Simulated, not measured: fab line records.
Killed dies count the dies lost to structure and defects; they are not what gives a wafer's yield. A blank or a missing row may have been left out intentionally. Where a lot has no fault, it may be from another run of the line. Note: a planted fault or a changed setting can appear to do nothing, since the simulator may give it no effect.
Chamber matching :: flow n5 finfet :: rie diel-03 running N5_BEOL_M1_DESCUM_33: 3 sister chambers
The step chemistry O2, time 7 s. 20 wafers are shown with their chamber, then 8 later ones without.

## EACH WAFER AND ITS CHAMBER
wafer: L076.1
chamber: 0
throttle valve pct (%): 20.98
showerhead plenum p Torr (Torr): 2.11
oes product au (a.u.): 0.72

wafer: L076.2
chamber: 2
throttle valve pct (%): 20.37
showerhead plenum p Torr (Torr): 2.12
oes product au (a.u.): 0.86

wafer: L076.4
chamber: 0
throttle valve pct (%): 20.98
showerhead plenum p Torr (Torr): 2.11
oes product au (a.u.): 0.73

wafer: L080.2
chamber: 2
throttle valve pct (%): 20.37
showerhead plenum p Torr (Torr): 2.12
oes product au (a.u.): 0.85

wafer: L080.4
chamber: 3
throttle valve pct (%): 20.43
showerhead plenum p Torr (Torr): 2.20
oes product au (a.u.): 0.82

wafer: L080.5
chamber: 2
throttle valve pct (%): 20.38
showerhead plenum p Torr (Torr): 2.12
oes product au (a.u.): 0.86

wafer: L081.2
chamber: 3
throttle valve pct (%): 20.44
showerhead plenum p Torr (Torr): 2.20
oes product au (a.u.): 0.81

wafer: L081.5
chamber: 3
throttle valve pct (%): 20.44
showerhead plenum p Torr (Torr): 2.20
oes product au (a.u.): 0.82

wafer: L081.6
chamber: 2
throttle valve pct (%): 20.37
showerhead plenum p Torr (Torr): 2.12
oes product au (a.u.): 0.85

wafer: L086.1
chamber: 3
throttle valve pct (%): 20.45
showerhead plenum p Torr (Torr): 2.19
oes product au (a.u.): 0.80

wafer: L086.4
chamber: 0
throttle valve pct (%): 21.00
showerhead plenum p Torr (Torr): 2.10
oes product au (a.u.): 0.72

wafer: L086.6
chamber: 3
throttle valve pct (%): 20.47
showerhead plenum p Torr (Torr): 2.19
oes product au (a.u.): 0.80

wafer: L087.1
chamber: 3
throttle valve pct (%): 20.48
showerhead plenum p Torr (Torr): 2.19
oes product au (a.u.): 0.81

wafer: L087.2
chamber: 0
throttle valve pct (%): 21.01
showerhead plenum p Torr (Torr): 2.10
oes product au (a.u.): 0.72

wafer: L087.3
chamber: 2
throttle valve pct (%): 20.39
showerhead plenum p Torr (Torr): 2.12
oes product au (a.u.): 0.84

wafer: L088.1
chamber: 3
throttle valve pct (%): 20.46
showerhead plenum p Torr (Torr): 2.19
oes product au (a.u.): 0.80

wafer: L088.3
chamber: 2
throttle valve pct (%): 20.41
showerhead plenum p Torr (Torr): 2.12
oes product au (a.u.): 0.84

wafer: L088.4
chamber: 0
throttle valve pct (%): 21.01
showerhead plenum p Torr (Torr): 2.10
oes product au (a.u.): 0.71

wafer: L090.1
chamber: 0
throttle valve pct (%): 20.99
showerhead plenum p Torr (Torr): 2.10
oes product au (a.u.): 0.71

wafer: L090.2
chamber: 3
throttle valve pct (%): 20.48
showerhead plenum p Torr (Torr): 2.19
oes product au (a.u.): 0.80

SIGNATURES, as means of the wafers listed above
reading: throttle valve pct
chamber 0: 20.9950
chamber 2: 20.3817
chamber 3: 20.4563
scatter within a chamber: 0.0168

reading: showerhead plenum p Torr
chamber 0: 2.1033
chamber 2: 2.1200
chamber 3: 2.1938
scatter within a chamber: 0.00434

reading: oes product au
chamber 0: 0.7183
chamber 2: 0.8500
chamber 3: 0.8075
scatter within a chamber: 0.00852
Rule: a wafer lies at a distance from a chamber equal to the root of the sum of squares, over the readings, of (its reading less the chamber's mean, divided by the reading's scatter). The wafer belongs to the nearest chamber; if the next one is less than 2 further off, it can't be placed. How the scatter is found: for the shown wafers, subtract from each reading the mean of its chamber, square and add these, divide the total by (wafers less chambers), then take the root.

## WAFERS WITHOUT THEIR CHAMBER
wafer: L090.3
throttle valve pct (%): 20.41
showerhead plenum p Torr (Torr): 2.12
oes product au (a.u.): 0.84

wafer: L093.1
throttle valve pct (%): 21.03
showerhead plenum p Torr (Torr): 2.10
oes product au (a.u.): 0.70

wafer: L093.6
throttle valve pct (%): 20.48
showerhead plenum p Torr (Torr): 2.19
oes product au (a.u.): 0.79

wafer: L094.2
throttle valve pct (%): 20.42
showerhead plenum p Torr (Torr): 2.11
oes product au (a.u.): 0.83

wafer: L094.3
throttle valve pct (%): 21.02
showerhead plenum p Torr (Torr): 2.10
oes product au (a.u.): 0.71

wafer: L094.6
throttle valve pct (%): 20.40
showerhead plenum p Torr (Torr): 2.11
oes product au (a.u.): 0.82

wafer: L097.2
throttle valve pct (%): 21.04
showerhead plenum p Torr (Torr): 2.09
oes product au (a.u.): 0.70

wafer: L097.5
throttle valve pct (%): 20.41
showerhead plenum p Torr (Torr): 2.11
oes product au (a.u.): 0.82

## EACH ONE'S CHAMBER
wafer: L090.3
from the rows above: 2
in truth: 2

wafer: L093.1
from the rows above: 0
in truth: 0

wafer: L093.6
from the rows above: 3
in truth: 3

wafer: L094.2
from the rows above: 2
in truth: 2

wafer: L094.3
from the rows above: 0
in truth: 0

wafer: L094.6
from the rows above: 2
in truth: 2

wafer: L097.2
from the rows above: 0
in truth: 0

wafer: L097.5
from the rows above: 2
in truth: 2
8 of 8 placed correctly. Left unplaced by these rows: 0. Number placed wrongly: 0.
